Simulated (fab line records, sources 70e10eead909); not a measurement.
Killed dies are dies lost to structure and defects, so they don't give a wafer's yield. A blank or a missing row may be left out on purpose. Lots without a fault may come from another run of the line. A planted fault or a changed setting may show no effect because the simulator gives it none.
Chamber matching | flow nand_harc | NHARC_P_GATE_STRIP_101 on rie_diel-11: 4 sister chambers
The step strips in O2, time 20 s. 4 wafers are shown with their chamber, then 12 later ones without.

WAFERS WITH THEIR CHAMBER
wafer  | chamber | drypump_motor_current_A (A)
L087.3 | 0       | 6.0
L092.1 | 3       | 6.0
L092.3 | 1       | 6.6
L092.5 | 2       | 5.3

WAFERS WITHOUT THEIR CHAMBER
wafer  | drypump_motor_current_A (A)
L093.1 | 6.1
L093.3 | 6.0
L093.4 | 5.3
L095.2 | 6.6
L095.4 | 6.0
L095.6 | 5.3
L094.1 | 6.0
L094.2 | 5.3
L094.5 | 6.0
L097.2 | 6.0
L097.4 | 5.3
L097.6 | 6.0

WHICH CHAMBER EACH WENT THROUGH
wafer  | from the rows above     | in truth
L093.1 | can't be placed: 0 or 3 | 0
L093.3 | can't be placed: 0 or 3 | 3
L093.4 | 2                       | 2
L095.2 | 1                       | 1
L095.4 | can't be placed: 0 or 3 | 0
L095.6 | 2                       | 2
L094.1 | can't be placed: 0 or 3 | 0
L094.2 | 2                       | 2
L094.5 | can't be placed: 0 or 3 | 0
L097.2 | can't be placed: 0 or 3 | 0
L097.4 | 2                       | 2
L097.6 | can't be placed: 0 or 3 | 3
Placed correctly: 5 of 12. Can't be placed from these rows: 7 (the true chamber is among the candidates in 7). Placed wrongly: 0.
How it was worked out, from the rows above alone: a wafer's distance from a chamber is the root of the sum, over the readings, of the square of ((its reading less the chamber's mean) divided by the reading's scatter). The wafer belongs to the nearest chamber; if the next one is less than 2 further off, it can't be placed. A chamber's mean is the mean of its shown wafers. The scatter: with one shown wafer a chamber, the root of the mean of the squares of how far each hidden wafer lies from its nearest shown one.
